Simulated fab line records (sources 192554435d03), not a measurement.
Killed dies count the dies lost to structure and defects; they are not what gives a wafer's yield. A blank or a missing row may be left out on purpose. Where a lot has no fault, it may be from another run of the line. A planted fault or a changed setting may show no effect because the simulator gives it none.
Lot-split experiment || flow n5_finfet || 39 wafers read from 7 lots, route of 1938 steps

SPLIT DETAILS
At N5_BEOL_M11_ILD_DEP_00 (deposits SiCOH lowk from DEMS/porogen, target thk 308.51 nm, time 58 s), the setting target_thk_a was moved away from the recipe's 3085.1 angstrom on 15 of the 39 wafers read, by -53.3% to +54.7%. All remaining wafers had this setting at the recipe value.

THE PATH FROM SPLIT TO READING: the file shows 1 step between them
- N5_BEOL_M11_CURE_71: cures SiCOH lowk, time 240 s

THE READING
M11_ILD_THK at N5_BEOL_M11_THK_MEAS_01, in nm. Fault-free wafers of this fab line usually give 268 nm, standard deviation 3.9 nm.

{"wafer": "L075.1", "tool, chamber at the split": "pecvd-01, 0", "target_thk_a as run, angstrom": 3085.1, "against the recipe": "recipe", "M11_ILD_THK, nm": 263, "against lot-mates on the recipe": "-"}
{"wafer": "L075.2", "tool, chamber at the split": "pecvd-01, 1", "target_thk_a as run, angstrom": 3085.1, "against the recipe": "recipe", "M11_ILD_THK, nm": 270, "against lot-mates on the recipe": "-"}
{"wafer": "L075.3", "tool, chamber at the split": "pecvd-01, 2", "target_thk_a as run, angstrom": 3085.1, "against the recipe": "recipe", "M11_ILD_THK, nm": 268, "against lot-mates on the recipe": "-"}
{"wafer": "L075.4", "tool, chamber at the split": "pecvd-01, 2", "target_thk_a as run, angstrom": 3085.1, "against the recipe": "recipe", "M11_ILD_THK, nm": 272, "against lot-mates on the recipe": "-"}
{"wafer": "L075.5", "tool, chamber at the split": "pecvd-01, 1", "target_thk_a as run, angstrom": 3085.1, "against the recipe": "recipe", "M11_ILD_THK, nm": 276, "against lot-mates on the recipe": "-"}
{"wafer": "L075.6", "tool, chamber at the split": "pecvd-01, 0", "target_thk_a as run, angstrom": 3085.1, "against the recipe": "recipe", "M11_ILD_THK, nm": 267, "against lot-mates on the recipe": "-"}
{"wafer": "L074.1", "tool, chamber at the split": "pecvd-01, 1", "target_thk_a as run, angstrom": 3085.1, "against the recipe": "recipe", "M11_ILD_THK, nm": 268, "against lot-mates on the recipe": "-"}
{"wafer": "L074.2", "tool, chamber at the split": "pecvd-01, 0", "target_thk_a as run, angstrom": 1470, "against the recipe": "-52.4%", "M11_ILD_THK, nm": 121, "against lot-mates on the recipe": -149}
{"wafer": "L074.3", "tool, chamber at the split": "pecvd-01, 0", "target_thk_a as run, angstrom": 3085.1, "against the recipe": "recipe", "M11_ILD_THK, nm": 267, "against lot-mates on the recipe": "-"}
{"wafer": "L074.4", "tool, chamber at the split": "pecvd-01, 1", "target_thk_a as run, angstrom": 3085.1, "against the recipe": "recipe", "M11_ILD_THK, nm": 274, "against lot-mates on the recipe": "-"}
{"wafer": "L074.5", "tool, chamber at the split": "pecvd-01, 1", "target_thk_a as run, angstrom": 1470, "against the recipe": "-52.4%", "M11_ILD_THK, nm": 131, "against lot-mates on the recipe": -139}
{"wafer": "L074.6", "tool, chamber at the split": "pecvd-01, 0", "target_thk_a as run, angstrom": 1470, "against the recipe": "-52.4%", "M11_ILD_THK, nm": 124, "against lot-mates on the recipe": -146}
{"wafer": "L077.1", "tool, chamber at the split": "pecvd-01, 1", "target_thk_a as run, angstrom": 3085.1, "against the recipe": "recipe", "M11_ILD_THK, nm": 271, "against lot-mates on the recipe": "-"}
{"wafer": "L077.2", "tool, chamber at the split": "pecvd-01, 0", "target_thk_a as run, angstrom": 1442, "against the recipe": "-53.3%", "M11_ILD_THK, nm": 122, "against lot-mates on the recipe": -148}
{"wafer": "L077.3", "tool, chamber at the split": "pecvd-01, 2", "target_thk_a as run, angstrom": 3085.1, "against the recipe": "recipe", "M11_ILD_THK, nm": 269, "against lot-mates on the recipe": "-"}
{"wafer": "L077.4", "tool, chamber at the split": "pecvd-01, 2", "target_thk_a as run, angstrom": 1442, "against the recipe": "-53.3%", "M11_ILD_THK, nm": 125, "against lot-mates on the recipe": -145}
{"wafer": "L077.5", "tool, chamber at the split": "pecvd-01, 0", "target_thk_a as run, angstrom": 3085.1, "against the recipe": "recipe", "M11_ILD_THK, nm": 269, "against lot-mates on the recipe": "-"}
{"wafer": "L077.6", "tool, chamber at the split": "pecvd-01, 1", "target_thk_a as run, angstrom": 1442, "against the recipe": "-53.3%", "M11_ILD_THK, nm": 131, "against lot-mates on the recipe": -139}
{"wafer": "L082.1", "tool, chamber at the split": "pecvd-01, 2", "target_thk_a as run, angstrom": 3085.1, "against the recipe": "recipe", "M11_ILD_THK, nm": 268, "against lot-mates on the recipe": "-"}
{"wafer": "L082.4", "tool, chamber at the split": "pecvd-01, 0", "target_thk_a as run, angstrom": 3085.1, "against the recipe": "recipe", "M11_ILD_THK, nm": 269, "against lot-mates on the recipe": "-"}
{"wafer": "L082.5", "tool, chamber at the split": "pecvd-01, 1", "target_thk_a as run, angstrom": 3085.1, "against the recipe": "recipe", "M11_ILD_THK, nm": 275, "against lot-mates on the recipe": "-"}
{"wafer": "L084.1", "tool, chamber at the split": "pecvd-01, 0", "target_thk_a as run, angstrom": 4773, "against the recipe": "+54.7%", "M11_ILD_THK, nm": 415, "against lot-mates on the recipe": "+147"}
{"wafer": "L084.2", "tool, chamber at the split": "pecvd-01, 2", "target_thk_a as run, angstrom": 3085.1, "against the recipe": "recipe", "M11_ILD_THK, nm": 265, "against lot-mates on the recipe": "-"}
{"wafer": "L084.3", "tool, chamber at the split": "pecvd-01, 1", "target_thk_a as run, angstrom": 3085.1, "against the recipe": "recipe", "M11_ILD_THK, nm": 265, "against lot-mates on the recipe": "-"}
{"wafer": "L084.4", "tool, chamber at the split": "pecvd-01, 2", "target_thk_a as run, angstrom": 3085.1, "against the recipe": "recipe", "M11_ILD_THK, nm": 273, "against lot-mates on the recipe": "-"}
{"wafer": "L084.5", "tool, chamber at the split": "pecvd-01, 1", "target_thk_a as run, angstrom": 4773, "against the recipe": "+54.7%", "M11_ILD_THK, nm": 423, "against lot-mates on the recipe": "+155"}
{"wafer": "L084.6", "tool, chamber at the split": "pecvd-01, 0", "target_thk_a as run, angstrom": 4773, "against the recipe": "+54.7%", "M11_ILD_THK, nm": 418, "against lot-mates on the recipe": "+150"}
{"wafer": "L088.1", "tool, chamber at the split": "pecvd-03, 0", "target_thk_a as run, angstrom": 2017, "against the recipe": "-34.6%", "M11_ILD_THK, nm": 167, "against lot-mates on the recipe": -100}
{"wafer": "L088.2", "tool, chamber at the split": "pecvd-03, 2", "target_thk_a as run, angstrom": 2017, "against the recipe": "-34.6%", "M11_ILD_THK, nm": 175, "against lot-mates on the recipe": -92}
{"wafer": "L088.3", "tool, chamber at the split": "pecvd-03, 1", "target_thk_a as run, angstrom": 3085.1, "against the recipe": "recipe", "M11_ILD_THK, nm": 264, "against lot-mates on the recipe": "-"}
{"wafer": "L088.4", "tool, chamber at the split": "pecvd-03, 2", "target_thk_a as run, angstrom": 3085.1, "against the recipe": "recipe", "M11_ILD_THK, nm": 271, "against lot-mates on the recipe": "-"}
{"wafer": "L088.5", "tool, chamber at the split": "pecvd-03, 1", "target_thk_a as run, angstrom": 2017, "against the recipe": "-34.6%", "M11_ILD_THK, nm": 173, "against lot-mates on the recipe": -94}
{"wafer": "L088.6", "tool, chamber at the split": "pecvd-03, 0", "target_thk_a as run, angstrom": 3085.1, "against the recipe": "recipe", "M11_ILD_THK, nm": 265, "against lot-mates on the recipe": "-"}
{"wafer": "L095.1", "tool, chamber at the split": "pecvd-03, 1", "target_thk_a as run, angstrom": 3085.1, "against the recipe": "recipe", "M11_ILD_THK, nm": 263, "against lot-mates on the recipe": "-"}
{"wafer": "L095.2", "tool, chamber at the split": "pecvd-03, 2", "target_thk_a as run, angstrom": 3085.1, "against the recipe": "recipe", "M11_ILD_THK, nm": 261, "against lot-mates on the recipe": "-"}
{"wafer": "L095.3", "tool, chamber at the split": "pecvd-03, 0", "target_thk_a as run, angstrom": 4618, "against the recipe": "+49.7%", "M11_ILD_THK, nm": 398, "against lot-mates on the recipe": "+134"}
{"wafer": "L095.4", "tool, chamber at the split": "pecvd-03, 1", "target_thk_a as run, angstrom": 4618, "against the recipe": "+49.7%", "M11_ILD_THK, nm": 408, "against lot-mates on the recipe": "+144"}
{"wafer": "L095.5", "tool, chamber at the split": "pecvd-03, 2", "target_thk_a as run, angstrom": 3085.1, "against the recipe": "recipe", "M11_ILD_THK, nm": 268, "against lot-mates on the recipe": "-"}
{"wafer": "L095.6", "tool, chamber at the split": "pecvd-03, 0", "target_thk_a as run, angstrom": 4618, "against the recipe": "+49.7%", "M11_ILD_THK, nm": 405, "against lot-mates on the recipe": "+141"}

THE FIT
A straight line over all 39 wafers: M11_ILD_THK changes by +2.73 nm for each +1% of target_thk_a; r = +1.00; the points scatter about the line by 4.1 nm.
The same after taking each lot's own level away (the mean of its wafers on the recipe; 39 wafers): +2.75 nm for each +1%; r = +1.00; scatter 3.7 nm.
On that fit, the largest move of target_thk_a shifts the reading by 1.5e+02 nm.
Measured against the standard deviation above, the lots' own levels, which go from 264.0 to 270.7 nm, span 1.7 times it.
Hence the lot-to-lot level has little effect on the slope; both slopes agree.
Check: for one of the wafers moved furthest among these (+54.7%), held out of the fit, the line's prediction against its lot-mates is +152 nm. It came out at +147 nm against them.

THE WHOLE CHAIN: every reading that the file lists as answering this split, in the file's order
{"step": "N5_BEOL_M11_ILD_DEP_00", "what it does": "deposits SiCOH lowk from DEMS/porogen, target thk 308.51 nm, time 58 s", "reading": "SiCOH_lowk_of_BEOL_M11_ILD_DEP_00.thk_nm (the simulator's own value, which no gauge read)", "change (the file's fit)": "+3.12 nm for each +1% of the setting", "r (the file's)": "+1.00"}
{"step": "N5_BEOL_M11_CURE_71", "what it does": "cures SiCOH lowk, time 240 s", "reading": "SiCOH_lowk_of_BEOL_M11_ILD_DEP_00.thk_nm (the simulator's own value, which no gauge read)", "change (the file's fit)": "+2.76 nm for each +1% of the setting", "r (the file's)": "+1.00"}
{"step": "N5_BEOL_M11_THK_MEAS_01", "what it does": "", "reading": "M11_ILD_THK", "change (the file's fit)": "+2.76 for each +1% of the setting", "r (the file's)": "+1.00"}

FILE'S OWN FIT
M11_ILD_THK changes by +2.76 nm for each +1% of target_thk_a, r = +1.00.
